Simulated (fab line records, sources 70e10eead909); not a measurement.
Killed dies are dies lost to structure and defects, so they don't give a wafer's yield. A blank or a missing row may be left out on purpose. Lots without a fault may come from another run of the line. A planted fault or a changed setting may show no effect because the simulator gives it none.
fab line records | flow nand_harc
record lots=12 wafers=36 last_day=33
route steps=1302 shown A_CHANNEL_HOLE_D2@597 A_CHANNEL_FILL_D2@614 END@1302
lots that met no fault: from a run of the same line without faults
start_h: hours from the record's first day to the start of the lot's first wafer shown | wait_h: hours since the lot's step before | " the same as in the row above | L1.1+2: a row that stands for several wafers | - no value, or no start given | * or withheld: withheld | < > ~ a bound
route shown NAME@n: a module of which the file shows steps, and the number in the route of the first | usual: mean/standard deviation of fault-free wafers | same: alike in all rows | chamber/n: place in a boat | sites: the reading at each site | _std_site: their standard deviation | _edge_site: outer sites' mean less inner sites' | radius_mm: how far each site lies from the wafer's centre | mask NAME#n: copy n | behind: the tool/chamber that last shaped the wafer | hold: why the lot was held/for how many hours/how that ended | device: the transistor (n, p or np) that didn't switch | end of line: the same wafers' tests at the end of the route | a step without rows: its recipe alone | killed: dies lost to structure and defects at the first sort, not the wafer's yield | map: a wafer's dies, x killed, . not, _ none there
set.NAME: the setting as run; set.NAME@STEP: as run at that earlier step | model.NAME: the simulator's own value behind a step, which no gauge read
steps of the route over a sample of lots; a table a step, a row a wafer
services: from which hour (start_h, from the record's first day; less than 0 if before it) a tool's chamber was out of use, for how many hours, and why
## steps
# step NHARC_A_CHANNEL_HOLE_D2_ETCH_25
# recipe bias_v=5000 source_w=withheld pressure_mtorr=20 time_s=1040.2 ar_flow_sccm=375 c4f8_flow_sccm=93.8 o2_flow_sccm=31.2 temp_c=-20 target_depth_a=15000 chemistry=C4F8/O2/Ar
# usual drypump_motor_current_A=6.0/0.65 showerhead_plenum_p_Torr=3.67/0.13 throttle_valve_pct=32.235/0.0092
# columns lot.wafer tool chamber start_h wait_h drypump_motor_current_A rf_hours_counter_h showerhead_plenum_p_Torr throttle_valve_pct
L444.1 har_etch-02 0 286.22 0.6 6.4 362 3.65 32.245
L444.3 " 1 " " 6.4 - 3.43 32.234
L444.5 " 0 " " 6.4 - 3.65 32.241
L445.2 har_etch-01 1 301.05 0.7 4.8 147 3.66 32.226
L445.4 " 1 " " 4.8 - 3.66 32.228
L445.5 " 1 " " 4.8 - 3.66 32.225
L446.4 har_etch-02 1 307.39 0.7 6.3 - 3.43 32.222
L446.6 " 1 " " 6.3 - 3.43 32.228
L446.5 " 0 " " 6.4 - 3.64 32.247
L448.1 har_etch-01 0 335.85 0.6 6.3 170 3.68 32.238
L448.3 " 0 " " 6.3 - 3.68 32.241
L448.6 " 0 " " 6.3 - 3.69 32.227
L456.2 har_etch-02 1 414.03 0.7 6.3 15 3.92 32.256
L456.4 " 1 " " 6.4 - 3.92 32.251
L456.6 " 1 " " 6.4 - 3.92 32.233
L457.1 har_etch-02 0 429.35 0.6 6.4 26 3.61 32.246
L457.4 " 1 " " 6.4 - 3.91 32.236
L457.5 " 1 " " 6.3 - 3.91 32.237
L459.2 har_etch-02 0 454.94 0.6 6.4 38 3.60 32.234
L459.1 " 1 " " 6.4 38 3.91 32.237
L459.4 " 1 " " 6.4 - 3.91 32.239
L458.1 har_etch-02 0 459.27 0.7 6.4 41 3.60 32.214
L458.4 " 1 " " 6.4 - 3.90 32.221
L458.6 " 0 " " 6.4 - 3.60 32.228
L461.4 har_etch-01 0 469.55 0.7 6.3 - 3.64 32.225
L461.5 " 0 " " 6.3 - 3.64 32.233
L461.6 " 1 " " 4.8 - 3.61 32.234
L463.1 har_etch-01 1 477.59 0.6 4.8 254 3.61 32.230
L463.4 " 1 " " 4.9 - 3.61 32.235
L463.6 " 0 " " 6.3 - 3.64 32.252
L464.2 har_etch-02 1 516.60 0.6 6.4 76 3.88 32.248
L464.3 " 1 " " 6.4 - 3.88 32.236
L464.5 " 1 " " 6.4 - 3.88 32.232
L466.2 har_etch-02 1 527.61 0.6 6.3 83 3.88 32.231
L466.6 " 1 " " 6.3 - 3.88 32.218
L466.5 " 0 " " 6.4 - 3.58 32.244
# step NHARC_A_CHANNEL_FILL_D2_ALD_14
# recipe target_thk_a=25 pulse_time_s=10 ald_cycles=25 temp_c=300 material=SiO2
# usual ald_cycles=25/0 heater_power_w=448/28 precursor_pulse_height_rel=0.995/0.021 susceptor_temp_C=299.98/0.21
# columns lot.wafer tool chamber start_h wait_h ald_cycles heater_power_w precursor_pulse_height_rel since_wet_clean_h susceptor_temp_C
L444.3 ald_hk-02 1 295.62 0.1 25 413 1.008 116 300.12
L444.1 " 2 " " 25 376 1.027 116 300.29
L444.5 " 1 " " 25 414 1.002 - 300.04
L445.2 ald_hk-04 1 311.28 0.1 25 461 0.986 47 300.14
L445.4 " 2 " " 25 404 1.000 47 299.91
L445.5 " 1 " " 25 462 0.984 - 300.34
L446.4 ald_hk-02 1 317.19 0.0 25 417 0.953 137 -
L446.5 " 1 " " 25 406 0.952 - -
L446.6 " 2 " " 25 377 0.974 - -
L448.1 ald_hk-03 2 345.94 0.0 25 454 0.985 121 -
L448.3 " 1 " " 25 445 0.978 121 -
L448.6 " 2 " " 25 435 0.991 - -
L456.2 ald_hk-02 1 423.97 0.1 25 426 1.013 66 299.68
L456.4 " 2 " " 25 406 1.032 66 300.22
L456.6 " 0 " " 25 449 0.994 - 299.78
L457.4 ald_hk-03 0 439.69 0.3 25 485 0.979 37 299.80
L457.1 " 2 " " 25 436 0.996 37 300.10
L457.5 " 0 " " 25 493 0.977 - 300.01
L459.4 ald_hk-04 1 465.37 0.0 25 469 0.957 23 299.70
L459.2 " 2 " " 25 406 1.000 23 299.85
L459.1 " 3 " " 25 454 0.962 24 300.21
L458.1 ald_hk-04 3 469.20 0.0 25 459 0.954 27 299.79
L458.4 " 1 " " 25 476 1.004 27 299.41
L458.6 " 3 " " 25 450 0.999 - 300.25
L461.4 ald_hk-03 2 479.34 0.1 25 437 0.963 77 299.83
L461.6 " 0 " " 25 490 0.985 - 299.56
L461.5 " 1 " " 25 437 0.960 - 299.86
L463.1 ald_hk-03 1 487.59 0.0 25 434 1.016 85 300.30
L463.4 " 2 " " 25 438 1.009 85 299.97
L463.6 " 1 " " 25 440 0.980 - 300.28
L464.3 ald_hk-03 1 527.76 1.4 25 430 1.011 125 300.00
L464.2 " 3 " " 25 434 1.014 125 300.15
L464.5 " 2 " " 25 437 0.985 - 299.88
L466.2 ald_hk-04 1 537.33 0.0 25 471 1.009 95 -
L466.5 " 1 " " 25 497 1.001 - -
L466.6 " 2 " " 25 416 0.969 - -
# step NHARC_A_CHANNEL_FILL_D2_ALD_16
# recipe target_thk_a=15 pulse_time_s=10 ald_cycles=15 temp_c=300 material=SiO2
# usual ald_cycles=15/0 heater_power_w=449/29 precursor_pulse_height_rel=1.001/0.019 susceptor_temp_C=300.01/0.21
# columns lot.wafer tool chamber start_h wait_h ald_cycles heater_power_w precursor_pulse_height_rel since_wet_clean_h susceptor_temp_C
L444.1 ald_hk-03 3 300.79 0.1 15 449 0.998 76 299.91
L444.3 " 0 " " 15 504 0.983 76 299.87
L444.5 " 1 " " 15 446 1.029 - 299.92
L445.4 ald_hk-03 1 316.42 0.0 15 433 0.999 92 299.47
L445.2 " 0 " " 15 481 0.977 92 299.56
L445.5 " 1 " " 15 434 1.036 - 299.77
L446.4 ald_hk-03 1 322.44 0.1 20 426 0.987 98 299.96
L446.5 " 2 " " 15 454 1.020 - 299.94
L446.6 " 3 " " 15 438 1.066 - 299.94
L448.1 ald_hk-03 0 351.99 0.9 15 492 0.996 127 -
L448.3 " 3 " " 15 447 1.013 127 -
L448.6 " 1 " " 20 451 0.995 - -
L456.4 ald_hk-03 2 429.16 0.1 15 427 0.985 26 299.97
L456.2 " 3 " " 15 436 0.996 27 300.03
L456.6 " 1 " " 15 434 1.014 - 300.07
L457.4 ald_hk-02 0 444.84 0.0 15 464 0.990 87 300.18
L457.1 " 3 " " 15 467 1.035 87 300.30
L457.5 " 1 " " 15 419 1.020 - 300.08
L459.1 ald_hk-04 1 470.53 0.0 15 472 1.010 29 299.88
L459.4 " 2 " " 15 413 1.001 29 300.02
L459.2 " 0 " " 15 489 0.989 29 300.21
L458.4 ald_hk-03 1 474.40 0.1 15 431 0.998 72 299.90
L458.1 " 2 " " 15 422 1.001 72 300.34
L458.6 " 0 " " 15 481 0.987 - 299.98
L461.4 ald_hk-02 2 484.51 0.1 15 397 0.949 127 299.80
L461.5 " 0 " " 15 447 0.999 - 300.18
L461.6 " 1 " " 15 435 1.001 - 300.47
L463.1 ald_hk-04 1 492.80 0.1 15 477 1.013 51 300.08
L463.4 " 2 " " 15 402 0.993 51 300.09
L463.6 " 0 " " 15 484 1.021 - 299.96
L464.2 ald_hk-03 1 532.75 0.1 15 442 0.974 130 -
L464.3 " 2 " " 15 436 0.989 130 -
L464.5 " 3 " " 15 455 1.015 - -
L466.2 ald_hk-02 1 542.59 0.1 15 445 0.980 7 300.03
L466.6 " 2 " " 15 388 0.969 - 299.89
L466.5 " 3 " " 15 483 0.998 - 300.16
# step NHARC_A_CHANNEL_FILL_D2_ETCHBACK_20
# recipe target_depth_a=270 time_s=13.5 c4f8_flow_sccm=withheld o2_flow_sccm=8 ar_flow_sccm=withheld rf_w=600 bias_w=1500 chemistry=C4F8/O2/Ar
# usual oes_product_au=0.980/0.03 rf_vpp_V=975/3.8
# columns lot.wafer tool chamber start_h wait_h oes_product_au rf_hours_counter_h rf_vpp_V
L444.3 rie_diel-02 2 312.69 - 0.987 2 974
L444.1 " 0 " " 0.999 2 971
L444.5 " 1 " " 0.993 - 981
L445.4 rie_diel-02 3 328.94 - 0.931 3 980
L445.2 " 2 " " 0.918 3 976
L445.5 " 0 " " 0.930 - 972
L446.4 rie_diel-08 0 334.78 - 1.009 19 973
L446.6 " 1 " " 0.997 - 977
L446.5 " 2 " " 1.008 - 975
L448.1 rie_diel-06 2 363.98 - 0.995 1 974
L448.3 " 3 " " 1.007 1 974
L448.6 " 1 " " 0.981 - 969
L456.2 rie_diel-08 2 441.02 - 0.984 11 974
L456.4 " 1 " " 0.998 9 976
L456.6 " 3 " " 0.995 - 975
L457.1 rie_diel-02 2 456.94 - 0.964 1 976
L457.4 " 3 " " 0.966 1 979
L457.5 " 2 " " 0.965 - 974
L459.1 rie_diel-06 0 482.65 - 1.009 5 969
L459.2 " 1 " " 1.000 5 968
L459.4 " 2 " " 0.998 5 974
L458.4 rie_diel-02 3 486.40 - 1.007 2 980
L458.1 " 1 " " 1.002 2 980
L458.6 " 2 " " 1.005 - 974
L461.4 rie_diel-06 0 495.90 - 1.013 0 968
L461.5 " 1 " " 1.010 - 968
L461.6 " 2 " " 0.999 - 975
L463.4 rie_diel-06 0 504.70 - 0.997 1 971
L463.1 " 1 " " 1.000 1 971
L463.6 " 3 " " 1.004 - 973
L464.2 rie_diel-02 2 544.74 - 0.997 4 976
L464.3 " 0 " " 1.003 4 970
L464.5 " 1 " " 1.013 - 980
L466.2 rie_diel-06 0 554.41 - 1.009 3 971
L466.5 " 3 " " 0.995 - 974
L466.6 " 0 " " 1.004 - 969
# step NHARC_END_SORT_01
# recipe temp_c=25
# usual killed_at_array=53/21 killed_at_other=0.8/1.1 killed_at_periphery=4.2/2.7 killed_dies=58/22 killed_open=3.4/1.9 killed_short=2.5/1.6
# same gross_dies=677
# columns lot.wafer tool chamber start_h wait_h killed_at_array killed_at_other killed_at_periphery killed_dies killed_open killed_short
L444.1 prober-01 0 562.88 2.5 42 0 5 47 5 3
L444.3 prober-01 0 564.49 3.1 41 0 3 44 0 3
L444.5 prober-01 0 566.09 3.7 54 0 8 62 3 7
L445.2 prober-02 0 572.06 2.8 28 0 3 31 2 3
L445.4 prober-02 0 573.66 3.4 25 0 2 27 4 2
L445.5 prober-02 0 574.46 3.7 25 1 1 27 2 3
L446.4 prober-01 0 573.61 3.3 90 0 8 98 2 5
L446.5 prober-01 0 574.39 3.6 85 0 2 87 0 3
L446.6 prober-01 0 575.16 3.9 85 1 5 91 4 0
L448.1 prober-01 0 598.68 2.5 40 6 7 53 4 5
L448.3 prober-01 0 600.30 3.1 48 3 1 52 2 2
L448.6 prober-01 0 602.74 4.1 44 4 4 52 6 0
L457.1 prober-01 0 696.48 2.5 55 1 8 64 4 4
L457.4 prober-01 0 698.88 3.4 53 0 3 56 2 1
L457.5 prober-01 0 699.68 3.7 54 0 3 57 3 2
L456.2 prober-02 0 697.25 2.8 41 0 4 45 1 3
L456.4 prober-02 0 698.83 3.4 46 0 4 50 2 2
L456.6 prober-02 0 700.40 3.9 43 1 4 48 3 1
L459.1 prober-02 0 732.30 2.5 47 2 0 49 1 1
L459.2 prober-02 0 733.11 2.8 38 1 0 39 2 3
L459.4 prober-02 0 734.73 3.4 46 0 0 46 2 4
L458.1 prober-01 0 740.04 2.5 30 0 2 32 2 0
L458.4 prober-01 0 742.46 3.4 19 1 4 24 3 0
L458.6 prober-01 0 744.07 4.0 32 0 5 37 2 3
L463.1 prober-01 0 751.08 2.4 92 0 12 104 0 1
L463.4 prober-01 0 753.50 3.4 94 1 9 104 1 5
L463.6 prober-01 0 755.12 4.0 98 1 7 106 2 4
L461.4 prober-02 0 767.38 3.4 55 0 5 60 2 2
L461.5 prober-02 0 768.17 3.7 65 0 6 71 3 3
L461.6 prober-02 0 768.96 4.0 69 0 4 73 2 2
L464.2 prober-01 0 774.64 2.8 31 1 3 35 3 3
L464.3 prober-01 0 775.45 3.1 37 0 4 41 2 2
L464.5 prober-01 0 777.07 3.7 41 0 7 48 4 1
L466.2 prober-01 0 789.82 2.8 50 2 5 57 4 3
L466.5 prober-01 0 792.25 3.7 45 2 3 50 5 3
L466.6 prober-01 0 793.06 4.0 54 5 3 62 6 0
# killed by level:class
L444.1 A_CHANNEL_HOLE_D2:chamber_film_flake=32 A_CONTACT:chamber_film_flake=2 P_STI:geometric_particle:short=1 P_M0:geometric_particle:open=1 P_M1:geometric_particle:open=1 A_ONON_D1:geometric_particle:open=1 A_DECK1_JOINT:geometric_particle:open=1 A_CHANNEL_HOLE_D2:geometric_particle:short=1
L444.3 A_CHANNEL_HOLE_D2:chamber_film_flake=31 A_CHANNEL_HOLE_D1:chamber_film_flake=2 A_CONTACT:unspecified=2 P_CONTACT:geometric_particle:short=1 A_SGD_CUT:geometric_particle:short=1 A_M1:geometric_particle:short=1 P_ZERO_WELL:chamber_film_flake=1 P_GATE:chamber_film_flake=1
L444.5 A_CHANNEL_HOLE_D2:chamber_film_flake=37 P_GATE:chamber_film_flake=4 A_M0:geometric_particle:short=2 P_BONDPAD:chamber_film_flake=2 A_CHANNEL_HOLE_D1:chamber_film_flake=2 A_STAIRCASE:chamber_film_flake=2 A_CONTACT:unspecified=2 P_CONTACT:geometric_particle:open=1
L445.2 A_CHANNEL_HOLE_D2:chamber_film_flake=9 A_CONTACT:chamber_film_flake=4 A_BLC:chamber_film_flake=4 A_SGD_CUT:chamber_film_flake=3 P_CONTACT:chamber_film_flake=2 A_ONON_D1:geometric_particle:open=1 A_CHANNEL_HOLE_D1:geometric_particle:short=1 A_CHANNEL_FILL_D1:geometric_particle:short=1
L446.4 A_CHANNEL_HOLE_D2:chamber_film_flake=27 A_CHANNEL_HOLE_D1:chamber_film_flake=24 A_SLIT:chamber_film_flake=22 A_STAIRCASE:chamber_film_flake=7 P_STI:chamber_film_flake=4 P_CONTACT:chamber_film_flake=3 A_CONTACT:chamber_film_flake=2 A_ONON_D1:geometric_particle:short=1
L445.4 A_CHANNEL_HOLE_D2:chamber_film_flake=6 A_SGD_CUT:chamber_film_flake=5 A_CONTACT:chamber_film_flake=5 A_BLC:chamber_film_flake=4 P_M0:geometric_particle:open=2 A_ONON_D2:geometric_particle:short=1 A_CHANNEL_HOLE_D2:geometric_particle:short=1 A_CHANNEL_FILL_D2:geometric_particle:open=1
L446.5 A_CHANNEL_HOLE_D2:chamber_film_flake=27 A_CHANNEL_HOLE_D1:chamber_film_flake=22 A_SLIT:chamber_film_flake=21 A_STAIRCASE:chamber_film_flake=4 A_CONTACT:chamber_film_flake=4 P_STI:chamber_film_flake=2 A_DECK1_JOINT:chamber_film_flake=2 A_CHANNEL_FILL_D2:geometric_particle:short=1
L445.5 A_CHANNEL_HOLE_D2:chamber_film_flake=7 A_STAIRCASE:chamber_film_flake=3 A_CONTACT:chamber_film_flake=3 A_CHANNEL_FILL_D2:geometric_particle:short=2 A_CHANNEL_HOLE_D1:chamber_film_flake=2 A_ONON_D1:geometric_particle:open=1 A_WL_FILL:geometric_particle:short=1 A_WL_FILL:geometric_particle:open=1
L446.6 A_CHANNEL_HOLE_D2:chamber_film_flake=32 A_CHANNEL_HOLE_D1:chamber_film_flake=25 A_SLIT:chamber_film_flake=21 P_STI:chamber_film_flake=3 A_STAIRCASE:chamber_film_flake=2 A_SOURCE_PLATE:geometric_particle:open=1 A_STAIRCASE:geometric_particle:open=1 A_M1:geometric_particle:open=1
L448.1 A_SLIT:chamber_film_flake=16 A_CHANNEL_HOLE_D2:chamber_film_flake=10 THIN_TSV:chamber_film_flake=5 A_CONTACT:chamber_film_flake=4 P_GATE:chamber_film_flake=3 P_STI:chamber_film_flake=2 A_DECK1_JOINT:chamber_film_flake=2 P_GATE:geometric_particle:open=1
L448.3 A_SLIT:chamber_film_flake=17 A_CHANNEL_HOLE_D2:chamber_film_flake=15 A_CHANNEL_FILL_D2:chamber_film_flake=5 A_CONTACT:chamber_film_flake=4 THIN_TSV:chamber_film_flake=3 A_CHANNEL_HOLE_D1:chamber_film_flake=2 P_M0:geometric_particle:open=1 A_ONON_D2:geometric_particle:short=1
L448.6 A_SLIT:chamber_film_flake=21 A_CHANNEL_HOLE_D2:chamber_film_flake=9 A_CONTACT:chamber_film_flake=4 THIN_TSV:chamber_film_flake=4 A_CHANNEL_FILL_D2:chamber_film_flake=3 A_M0:geometric_particle:open=2 P_GATE:chamber_film_flake=2 A_DECK1_JOINT:chamber_film_flake=2
L457.1 A_CHANNEL_HOLE_D1:chamber_film_flake=34 A_CONTACT:chamber_film_flake=6 A_M1:chamber_film_flake=4 P_M1:chamber_film_flake=3 P_M0:geometric_particle:open=1 A_CHANNEL_HOLE_D1:geometric_particle:open=1 A_CHANNEL_FILL_D1:geometric_particle:short=1 A_DECK1_JOINT:geometric_particle:short=1
L456.2 A_CHANNEL_HOLE_D1:chamber_film_flake=32 P_CONTACT:chamber_film_flake=4 A_CONTACT:chamber_film_flake=3 A_ONON_D2:geometric_particle:short=2 A_SGD_CUT:geometric_particle:short=1 A_M1:geometric_particle:open=1 A_STAIRCASE:chamber_film_flake=1 A_SLIT:chamber_film_flake=1
L456.4 A_CHANNEL_HOLE_D1:chamber_film_flake=36 A_CONTACT:chamber_film_flake=4 P_CONTACT:chamber_film_flake=2 A_SLIT:chamber_film_flake=2 P_CONTACT:geometric_particle:short=1 P_M1:geometric_particle:open=1 A_ONON_D2:geometric_particle:open=1 A_WL_FILL:geometric_particle:short=1
L457.4 A_CHANNEL_HOLE_D1:chamber_film_flake=33 A_CONTACT:chamber_film_flake=6 A_STAIRCASE:chamber_film_flake=5 A_WL_FILL:chamber_film_flake=3 P_M1:chamber_film_flake=2 A_ONON_D2:geometric_particle:short=1 A_CHANNEL_FILL_D2:geometric_particle:open=1 A_M0:geometric_particle:open=1
L457.5 A_CHANNEL_HOLE_D1:chamber_film_flake=40 A_SLIT:chamber_film_flake=3 P_ZERO_WELL:chamber_film_flake=2 A_STAIRCASE:chamber_film_flake=2 A_WL_FILL:chamber_film_flake=2 A_M1:chamber_film_flake=2 A_ONON_D1:geometric_particle:short=1 A_ONON_D2:geometric_particle:open=1
L456.6 A_CHANNEL_HOLE_D1:chamber_film_flake=37 P_CONTACT:chamber_film_flake=2 A_WL_FILL:geometric_particle:short=1 A_CONTACT:geometric_particle:open=1 A_M0:geometric_particle:open=1 STARTING-WAFER:geometric_particle:open=1 P_STI:chamber_film_flake=1 P_GATE:chamber_film_flake=1
L459.1 A_CHANNEL_HOLE_D1:chamber_film_flake=34 A_SLIT:chamber_film_flake=2 A_CHANNEL_FILL_D2:chamber_film_flake=2 A_CONTACT:chamber_film_flake=2 A_M0:chamber_film_flake=2 THIN_TSV:chamber_film_flake=2 A_DECK1_JOINT:geometric_particle:open=1 A_CHANNEL_FILL_D2:geometric_particle:short=1
L459.2 A_CHANNEL_HOLE_D1:chamber_film_flake=24 A_SLIT:chamber_film_flake=2 A_CONTACT:chamber_film_flake=2 A_SOURCE_PLATE:geometric_particle:short=1 A_WL_FILL:geometric_particle:open=1 A_WL_FILL:geometric_particle:short=1 A_M0:geometric_particle:open=1 A_M0:geometric_particle:short=1
L459.4 A_CHANNEL_HOLE_D1:chamber_film_flake=34 A_CHANNEL_HOLE_D1:geometric_particle:short=2 A_SLIT:chamber_film_flake=2 A_STAIRCASE:chamber_film_flake=2 A_ONON_D1:geometric_particle:open=1 A_DECK1_JOINT:geometric_particle:open=1 A_ONON_D2:geometric_particle:short=1 A_CHANNEL_HOLE_D2:geometric_particle:short=1
L458.1 A_CONTACT:chamber_film_flake=8 A_SGD_CUT:chamber_film_flake=6 A_SLIT:chamber_film_flake=6 A_CHANNEL_HOLE_D1:chamber_film_flake=5 A_WL_FILL:chamber_film_flake=2 P_CONTACT:geometric_particle:open=1 A_ONON_D1:geometric_particle:open=1 P_ZERO_WELL:chamber_film_flake=1
L458.4 A_CHANNEL_HOLE_D1:chamber_film_flake=5 A_SLIT:chamber_film_flake=4 A_CONTACT:chamber_film_flake=3 P_STI:chamber_film_flake=2 A_SGD_CUT:chamber_film_flake=2 A_CHANNEL_FILL_D2:geometric_particle:open=1 A_CONTACT:geometric_particle:open=1 A_M0:geometric_particle:open=1
L458.6 A_CHANNEL_HOLE_D1:chamber_film_flake=11 A_CONTACT:chamber_film_flake=8 A_SLIT:chamber_film_flake=4 A_ZERO_WELL:chamber_film_flake=3 A_SGD_CUT:chamber_film_flake=3 P_GATE:geometric_particle:short=1 P_GATE:geometric_particle:open=1 P_CONTACT:geometric_particle:short=1
L463.1 A_SLIT:chamber_film_flake=36 A_CHANNEL_HOLE_D1:chamber_film_flake=31 A_CHANNEL_HOLE_D2:chamber_film_flake=17 P_CONTACT:chamber_film_flake=6 P_ZERO_WELL:chamber_film_flake=5 A_CONTACT:chamber_film_flake=4 A_STAIRCASE:chamber_film_flake=2 A_CHANNEL_FILL_D2:geometric_particle:short=1
L463.4 A_CHANNEL_HOLE_D1:chamber_film_flake=27 A_SLIT:chamber_film_flake=26 A_CHANNEL_HOLE_D2:chamber_film_flake=26 A_CONTACT:chamber_film_flake=6 P_CONTACT:chamber_film_flake=5 A_STAIRCASE:chamber_film_flake=3 A_ONON_D1:geometric_particle:short=2 A_SGD_CUT:geometric_particle:short=2
L463.6 A_CHANNEL_HOLE_D1:chamber_film_flake=35 A_SLIT:chamber_film_flake=26 A_CHANNEL_HOLE_D2:chamber_film_flake=21 A_CONTACT:chamber_film_flake=8 P_GATE:chamber_film_flake=4 P_CONTACT:chamber_film_flake=2 A_SOURCE_PLATE:geometric_particle:open=1 A_ONON_D1:geometric_particle:short=1
L461.4 A_SLIT:chamber_film_flake=25 A_CHANNEL_HOLE_D2:chamber_film_flake=13 A_CHANNEL_HOLE_D1:chamber_film_flake=5 A_CONTACT:chamber_film_flake=4 P_GATE:chamber_film_flake=3 A_CHANNEL_FILL_D2:chamber_film_flake=2 A_STAIRCASE:chamber_film_flake=2 P_CONTACT:geometric_particle:open=1
L461.5 A_SLIT:chamber_film_flake=30 A_CHANNEL_HOLE_D2:chamber_film_flake=14 A_CHANNEL_HOLE_D1:chamber_film_flake=10 P_GATE:chamber_film_flake=3 A_BLC:chamber_film_flake=3 A_STAIRCASE:chamber_film_flake=2 P_STI:geometric_particle:short=1 P_M0:geometric_particle:open=1
L461.6 A_SLIT:chamber_film_flake=33 A_CHANNEL_HOLE_D2:chamber_film_flake=12 A_CHANNEL_HOLE_D1:chamber_film_flake=11 A_STAIRCASE:chamber_film_flake=3 A_CONTACT:chamber_film_flake=3 A_SGD_CUT:geometric_particle:short=2 P_GATE:chamber_film_flake=2 A_ONON_D1:geometric_particle:open=1
L464.2 A_CHANNEL_HOLE_D1:chamber_film_flake=8 A_CONTACT:chamber_film_flake=5 A_SLIT:chamber_film_flake=4 A_CHANNEL_HOLE_D2:chamber_film_flake=3 A_WL_FILL:geometric_particle:short=2 P_GATE:chamber_film_flake=2 A_CHANNEL_FILL_D1:chamber_film_flake=2 A_STAIRCASE:chamber_film_flake=2
L464.3 A_CHANNEL_HOLE_D1:chamber_film_flake=15 A_SLIT:chamber_film_flake=8 A_CONTACT:chamber_film_flake=4 A_WL_FILL:chamber_film_flake=3 A_CHANNEL_HOLE_D2:chamber_film_flake=2 P_CONTACT:geometric_particle:open=1 P_M0:geometric_particle:open=1 A_CHANNEL_FILL_D1:geometric_particle:short=1
L464.5 A_CHANNEL_HOLE_D1:chamber_film_flake=14 A_SLIT:chamber_film_flake=9 A_CHANNEL_HOLE_D2:chamber_film_flake=5 A_WL_FILL:chamber_film_flake=4 A_CHANNEL_FILL_D1:chamber_film_flake=3 A_CONTACT:chamber_film_flake=3 P_ZERO_WELL:chamber_film_flake=2 P_CONTACT:chamber_film_flake=2
L466.2 A_SLIT:chamber_film_flake=27 A_CONTACT:chamber_film_flake=14 A_CHANNEL_HOLE_D2:chamber_film_flake=2 THIN_TSV:chamber_film_flake=2 P_GATE:geometric_particle:short=1 P_CONTACT:geometric_particle:open=1 A_CHANNEL_FILL_D1:geometric_particle:short=1 A_ONON_D2:geometric_particle:open=1
L466.5 A_SLIT:chamber_film_flake=30 A_CONTACT:chamber_film_flake=6 THIN_TSV:chamber_film_flake=2 P_CONTACT:geometric_particle:open=1 P_M0:geometric_particle:open=1 A_CHANNEL_FILL_D1:geometric_particle:open=1 A_DECK1_JOINT:geometric_particle:open=1 A_CHANNEL_FILL_D2:geometric_particle:short=1
L466.6 A_SLIT:chamber_film_flake=39 A_CONTACT:chamber_film_flake=9 THIN_TSV:chamber_film_flake=5 A_STAIRCASE:chamber_film_flake=2 P_GATE:geometric_particle:open=1 P_CONTACT:geometric_particle:open=1 P_M0:geometric_particle:open=1 A_ONON_D1:geometric_particle:open=1
## services
# columns tool chamber start_h hours kind
rie_diel-06 0 263.29 2.9 repair
rie_diel-08 2 275.95 4.6 repair
rie_diel-06 0 287.33 4.5 repair
rie_diel-06 - 307.20 9.0 pm
rie_diel-02 3 312.30 1.3 repair
ald_hk-03 - 313.26 0.4 repair
rie_diel-06 1 319.90 3.0 repair
ald_hk-02 - 332.87 1.4 repair
rie_diel-02 3 342.67 7.3 repair
rie_diel-08 - 368.31 9.0 pm
har_etch-02 - 377.00 17.0 pm
rie_diel-08 1 380.00 3.8 repair
ald_hk-03 - 392.71 10.0 pm
ald_hk-03 0 392.71 10.0 vent_cycle
rie_diel-02 - 393.70 9.0 pm
rie_diel-08 1 396.40 8.0 repair
ald_hk-04 - 432.00 10.0 pm
ald_hk-03 - 450.92 0.8 repair
rie_diel-08 2 451.52 5.9 repair
rie_diel-06 2 453.01 1.8 repair
rie_diel-06 - 484.20 9.0 pm
ald_hk-02 - 526.04 10.0 pm
rie_diel-08 - 545.31 9.0 pm
rie_diel-06 2 545.67 6.0 repair
## key
first_sign step=NHARC_A_CHANNEL_FILL_D2_ALD_16 reading=ald_cycles direction=up sigmas=99+ usual=15 struck=20
effect none on later readings
met_at NHARC_A_CHANNEL_FILL_D2_ALD_16
struck_lots L446,L448
struck_wafers L446.4,L448.6
tester_left_out L446,L448
not_acting_at NHARC_A_CHANNEL_HOLE_D2_ETCH_25,NHARC_A_CHANNEL_FILL_D2_ALD_14,NHARC_A_CHANNEL_FILL_D2_ETCHBACK_20
onset_between 316.42 322.44
fault kind=process_parameter_drift tool=ald_hk-03 chamber=1 onset_h=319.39 steps=NHARC_A_CHANNEL_FILL_D2_ALD_16 channel=ald_cycles offset=5 shape=step end_h=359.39 acts_in=these_recipes_only stated=15
# tester_left_out: of these lots the tester's yield and bins aren't shown, on N5 and GAA mostly nor the transistor test; their killed dies are dies lost to structure and defects alone, not to doping, threshold or leakage, so they don't give the yield
